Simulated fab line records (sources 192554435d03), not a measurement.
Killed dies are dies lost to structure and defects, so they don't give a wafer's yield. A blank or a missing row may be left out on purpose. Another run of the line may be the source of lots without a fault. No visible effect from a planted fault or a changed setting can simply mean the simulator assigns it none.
Split-lot trial | flow n5-finfet | 21 wafers read from 7 lots, route of 1938 steps

## THE SPLIT
At N5_BEOL_M6_ETCH_66 (etches SOC in N2/H2, target depth 80 nm, overetch 16 nm, time 120 s), the setting bias-w was moved away from the recipe's 150 W on 8 of the 21 wafers read, by -12.3% to +15.8%. The other wafers ran this setting at the recipe's value.

The split's own step is where the reading is taken.

## THE READING
rf-vpp-V, in V, at N5_BEOL_M6_ETCH_66 (etches SOC in N2/H2, target depth 80 nm, overetch 16 nm, time 120 s). On this fab line, fault-free wafers typically give 523.2 V with a standard deviation of 2.8 V.

wafer  | tool, chamber at the split | bias-w as run, W | against the recipe | rf-vpp-V, V | against lot-mates on the recipe
L078.1 | rie-diel-05, 2             | 150              | recipe             | 526.1       | -
L078.4 | rie-diel-05, 2             | 150              | recipe             | 525.6       | -
L078.5 | rie-diel-05, 0             | 150              | recipe             | 519.9       | -
L079.1 | rie-diel-05, 2             | 150              | recipe             | 525.1       | -
L079.4 | rie-diel-05, 2             | 168.2            | +12.1%             | 564.7       | +39.6
L079.6 | rie-diel-05, 1             | 168.2            | +12.1%             | 563.8       | +38.7
L082.2 | rie-diel-04, 1             | 150              | recipe             | 521.2       | -
L082.5 | rie-diel-04, 1             | 150              | recipe             | 520.4       | -
L082.6 | rie-diel-04, 2             | 150              | recipe             | 524.9       | -
L084.3 | rie-diel-01, 0             | 173.7            | +15.8%             | 577.4       | +57.6
L084.4 | rie-diel-01, 1             | 173.7            | +15.8%             | 578.1       | +58.3
L084.5 | rie-diel-01, 3             | 150              | recipe             | 519.8       | -
L088.3 | rie-diel-04, 3             | 150              | recipe             | 522.7       | -
L088.5 | rie-diel-04, 1             | 131.5            | -12.3%             | 479.4       | -43.3
L088.6 | rie-diel-04, 0             | 131.5            | -12.3%             | 480.9       | -41.8
L089.2 | rie-diel-05, 2             | 150              | recipe             | 526.8       | -
L089.5 | rie-diel-05, 2             | 150              | recipe             | 525.8       | -
L089.6 | rie-diel-05, 3             | 150              | recipe             | 528.6       | -
L090.1 | rie-diel-04, 1             | 150              | recipe             | 520.2       | -
L090.3 | rie-diel-04, 3             | 169.7            | +13.1%             | 562.1       | +41.9
L090.4 | rie-diel-04, 2             | 169.7            | +13.1%             | 566.5       | +46.3

THE FIT
A straight line over all 21 wafers: rf-vpp-V changes by +3.37 V for each +1% of bias-w; r = +0.99; the points scatter about the line by 2.8 V.
The same after taking each lot's own level away (the mean of its wafers on the recipe; 21 wafers): +3.46 V for each +1%; r = +1.00; scatter 2.2 V.
The reading moves by 55 V for the largest change in bias-w, on that fit.
From 519.80 to 527.07 V: that is the span of the lots' own levels, equal to 2.6 times the standard deviation above.
The two slopes are in agreement: the lot-to-lot level therefore moves the slope only a little.
Check: with one of the wafers moved furthest among these (+15.8%) left out of the fit, the line predicts +53.9 V for it against its lot-mates. It came out at +57.6 V against them.
Tool readings at the split's step, against how far the setting was moved: rf-vpp-V r = +0.99.

## THE WHOLE CHAIN: every reading that the file lists as answering this split, in the file's order
step               | what it does                                                        | reading                                                                          | change (the file's fit)                | r (the file's)
N5_BEOL_M6_ETCH_66 | etches SOC in N2/H2, target depth 80 nm, overetch 16 nm, time 120 s | rf-vpp-V                                                                         | +3.46 V for each +1% of the setting    | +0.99
N5_BEOL_M6_ETCH_66 | etches SOC in N2/H2, target depth 80 nm, overetch 16 nm, time 120 s | SiARC_of_BEOL_M6_COAT_64.thk-nm (the simulator's own value, which no gauge read) | -0.0837 nm for each +1% of the setting | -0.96

## THE FILE'S OWN FIT
rf-vpp-V changes by +3.46 V for each +1% of bias-w, r = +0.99.
